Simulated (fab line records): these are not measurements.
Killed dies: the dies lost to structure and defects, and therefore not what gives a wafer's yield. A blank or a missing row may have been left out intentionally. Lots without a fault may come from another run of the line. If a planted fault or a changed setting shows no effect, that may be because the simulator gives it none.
Comparing a struck lot with a sound one | flow n5-finfet | 15 steps out of a route of 1938
Sound: these wafers, L722.3, L722.4, L722.5. Struck: wafer L726.3. (L726.6 of the same lot was not struck and is left out.) The cause comes at the end.
Per side, at each step with rows, come the tool, then ch with its chambers, and then its first start. Under that, the readings that differ: sound wafers | struck wafers | difference of the means | sigmas: that difference in standard deviations of wafers without a fault.
alike: readings whose means differ by less than 2 such deviations, and words and numbers that are the same on both sides. not compared: withheld readings, readings that some wafer has no value for, bounds like >300 that may hide the same value, and numbers for which the record gives no deviation and whose values overlap.
Wherever a step has rows on one side only, a row that says differs or no value, or a row with sigmas, the two part there. Numbers that don't overlap but have no deviation are shown without sigmas and don't part them. Lack of a reading on every wafer of one side parts them only where that side has two or more wafers.

first, 4 steps without rows for these wafers: N5_SD_EPI_N_SOFTBAKE_04 (time 60 s); N5_SD_EPI_N_EXPOSE_06 (exposes mask SD N BLK, target cd 120 nm); N5_SD_EPI_N_PEB_07 (peb time 60 s); N5_SD_EPI_N_DEVELOP_08 (develop time 30 s).
N5_SD_EPI_N_CD_MEAS_09: the cd target is 120 nm.
  sound on cd-sem-02 ch 0, day 5 21:24; struck on cd-sem-01 ch 0, day 6 19:19
  alike: cd-nm
N5_SD_EPI_N_OVL_MEAS_10:
  sound on overlay-02 ch 0, day 5 21:26; struck on overlay-01 ch 0, day 6 19:20
  alike: SD_N_BLK_OVL
N5_SD_EPI_N_INSPECT_11: inspects for defects (macro).
  struck on defect-inspect-01, day 6 19:22; sound on defect-inspect-01, day 5 21:28
  alike: raw-defect-count
N5_SD_EPI_N_DESCUM_14: chemistry O2, time 7.9 s.
  sound on rie-diel-01 ch 0,1,2, day 5 21:56; struck on rie-diel-03 ch 3, day 6 19:42
  alike: drypump-motor-current-A, o2-flow-sccm, oes-product-au, rf-vpp-V, showerhead-plenum-p-Torr, throttle-valve-pct
  not compared: rf-hours-counter-h
N5_SD_EPI_N_ETCH_34: etches SiARC in CF4, target depth 45.5 nm, time 75.8 s.
  sound on rie-diel-01 ch 0,1,2, day 5 21:59; struck on rie-diel-03 ch 3, day 6 19:44
  reading               | sound          | struck | difference | sigmas
  etch-rf-on-time-s (s) | 77.8 77.3 79.6 | 73.5   | -4.7       | -2
  alike: drypump-motor-current-A, oes-product-au, rf-vpp-V, showerhead-plenum-p-Torr, throttle-valve-pct
  not compared: rf-hours-counter-h
N5_SD_EPI_N_ETCH_35: etches SOC in N2/H2, overetch 108 nm, time 486 s.
  sound on rie-diel-01 ch 0,1,2, day 5 22:02; struck on rie-diel-03 ch 3, day 6 19:47
  alike: drypump-motor-current-A, oes-product-au, rf-vpp-V, showerhead-plenum-p-Torr, throttle-valve-pct
  not compared: rf-hours-counter-h
then, 1 step without rows for these wafers: N5_SD_EPI_N_STRIP_36 (strips in N2/H2).
N5_SD_EPI_N_ETCHBACK_44: etches SiNx in CH3F/O2, stops on SiO2, target depth 14.5 nm.
  sound on rie-diel-01 ch 0,1,2, day 5 22:22; struck on rie-diel-03 ch 3, day 6 20:07
  reading      | sound       | struck | difference | sigmas
  rf-vpp-V (V) | 301 292 298 | 285    | -12        | -3
  alike: drypump-motor-current-A, oes_ar_750_au, oes-product-au, showerhead-plenum-p-Torr, throttle-valve-pct
  not compared: rf-hours-counter-h
N5_SD_EPI_N_ETCH_45: etches SiOCN in CH3F/O2, target depth 6 nm.
  sound on rie-diel-01 ch 0,1,2, day 5 22:28; struck on rie-diel-03 ch 3, day 6 20:13
  reading                  | sound             | struck | difference | sigmas
  model.etch.depth-nm (nm) | 5.847 5.843 5.683 | 4.335  | -1.456     |
  alike: drypump-motor-current-A, oes-product-au, rf-vpp-V, showerhead-plenum-p-Torr, throttle-valve-pct
  not compared: rf-hours-counter-h
N5_SD_EPI_N_ETCH_16: etches SiO2 in CHF3/O2, target depth 5 nm.
  sound on rie-diel-01 ch 0,1,2, day 5 22:34; struck on rie-diel-03 ch 3, day 6 20:19
  reading      | sound       | struck | difference | sigmas
  rf-vpp-V (V) | 531 519 523 | 500    | -24        | -3
  alike: drypump-motor-current-A, oes_ar_750_au, oes-product-au, showerhead-plenum-p-Torr, throttle-valve-pct
  not compared: rf-hours-counter-h
N5_PASSIVATION_PROBE_49:
  rows exist in the record for the sound wafers here (prober-02, day 15 10:46), none for the struck ones

WHERE THEY PART
Earliest at N5_SD_EPI_N_ETCH_34; latest, in this record, at N5_PASSIVATION_PROBE_49.

WHY: the cause the simulator had injected
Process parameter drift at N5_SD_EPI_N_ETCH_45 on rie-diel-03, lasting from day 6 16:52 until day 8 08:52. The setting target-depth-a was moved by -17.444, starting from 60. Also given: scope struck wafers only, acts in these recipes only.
